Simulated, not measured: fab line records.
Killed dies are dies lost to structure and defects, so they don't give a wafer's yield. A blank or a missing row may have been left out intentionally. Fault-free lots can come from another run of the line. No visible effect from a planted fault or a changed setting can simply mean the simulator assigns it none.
A struck lot beside a sound one ; flow n5Finfet ; 15 steps out of a route of 1938
Sound: the wafers L893.1, L893.3, L893.6. Wafers L900.2, L900.3, L900.4 were the ones struck. The cause is given at the end.
At each step with rows: each side's tool, then ch and its chambers, then its first start. Under that, the readings that differ: sound wafers ; struck wafers ; difference of the means ; sigmas: that difference in standard deviations of wafers without a fault.
alike: same words and numbers on both sides, and readings whose means sit less than 2 such deviations apart. not compared: any withheld reading, any reading some wafer has no value for, any bound like >300 that may hide the same value, and any number with overlapping values for which the record gives no deviation.
Wherever a step has rows on one side only, a row that says differs or no value, or a row with sigmas, the two part there. Non-overlapping numbers with no deviation appear without sigmas and do not part them. A reading missing from all wafers of one side parts the sides only when that side holds two or more wafers.

first, 1 step without rows for these wafers: N5_BEOL_M14_HARDBAKE_14 (time 120 s).
N5_BEOL_M14_CD_MEAS_10: target cd 250 nm.
  sound on cdSem-02 ch 0, day 14 05:01; struck on cdSem-03 ch 0, day 15 20:13
  alike: cdNm
N5_BEOL_M14_OVL_MEAS_11:
  sound on overlay-02 ch 0, day 14 05:02; struck on overlay-02 ch 0, day 15 20:14
  alike: V13_OVL
N5_BEOL_M14_INSPECT_12: inspects for defects (macro).
  sound on defectInspect-02 at day 14 05:04; struck on defectInspect-01 at day 15 20:16
  alike: rawDefectCount
N5_BEOL_M14_DESCUM_15: chemistry O2, time 7.9 s.
  sound on rieDiel-01 ch 1,2,3, day 14 05:06; struck on rieDiel-03 ch 1,2,3, day 15 20:18
  alike: chamberPressureMTorr, drypumpMotorCurrentA, oesProductAu, rfFwdPowerW, rfVppV, showerheadPlenumPTorr, throttleValvePct
  not compared: rfHoursCounterH
N5_BEOL_M14_ETCH_59: etches BARC in N2/H2, target depth 89 nm, overetch 26.7 nm, time 67.9 s.
  sound on rieDiel-01 ch 1,2,3, day 14 05:08; struck on rieDiel-03 ch 1,2,3, day 15 20:20
  alike: chamberPressureMTorr, drypumpMotorCurrentA, oesProductAu, rfFwdPowerW, rfVppV, showerheadPlenumPTorr, throttleValvePct
  not compared: rfHoursCounterH
N5_BEOL_M14_VIA_ETCH_16: etches SiO2 in C4F8/O2/Ar, target depth 1231.3 nm.
  sound on rieDiel-01 ch 1,2,3, day 14 05:11; struck on rieDiel-03 ch 1,2,3, day 15 20:23
  alike: chamberPressureMTorr, drypumpMotorCurrentA, oesProductAu, rfFwdPowerW, rfVppV, showerheadPlenumPTorr, throttleValvePct
N5_BEOL_M14_STRIP_63: strips in O2.
  sound on rieDiel-01 ch 1,2,3; struck on rieDiel-03 ch 1,2,3
  alike: chamberPressureMTorr, drypumpMotorCurrentA, oesProductAu, rfVppV, showerheadPlenumPTorr, throttleValvePct
  not compared: rfHoursCounterH
N5_BEOL_M14_STRIP_64: strips in O2.
  sound on rieDiel-01 ch 1,2,3; struck on rieDiel-03 ch 1,2,3
  alike: chamberPressureMTorr, drypumpMotorCurrentA, oesProductAu, rfVppV, showerheadPlenumPTorr, throttleValvePct
  not compared: rfHoursCounterH
then, 2 steps without rows for these wafers: N5_BEOL_M14_STRIP_71 (strips in post etch residue remover, time 60 s); N5_BEOL_M14_SRD_72 (time 30 s, dry time 30 s).
N5_BEOL_M14_CD_MEAS_17: target cd 250 nm.
  sound on cdSem-02 at day 14 05:32; struck on cdSem-01 at day 15 20:47
  alike: cdNm
N5_BEOL_M14_COAT_65: time 60 s, resist thk 450 nm.
  sound on lithoTrack-02 ch 0, day 14 05:34; struck on lithoTrack-01 ch 0, day 15 20:49
reading;sound;struck;difference;sigmas
heaterPowerTotalW (W);501.7 503.0 499.8;512.4 511.9 512.2;+10.7;+6
plateTempC (C);249.77 249.95 249.93;253.75 253.67 253.56;+3.78;+24
then, 2 steps without rows for these wafers: N5_BEOL_M14_COAT_66 (time 60 s, resist thk 110 nm); N5_PASSIVATION_PROBE_49.

## WHERE THEY PART
N5_BEOL_M14_COAT_65 only, going by this record.

WHY: the cause the simulator had injected
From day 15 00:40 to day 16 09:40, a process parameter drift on lithoTrack-01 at N5_BEOL_M14_COAT_65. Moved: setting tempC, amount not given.
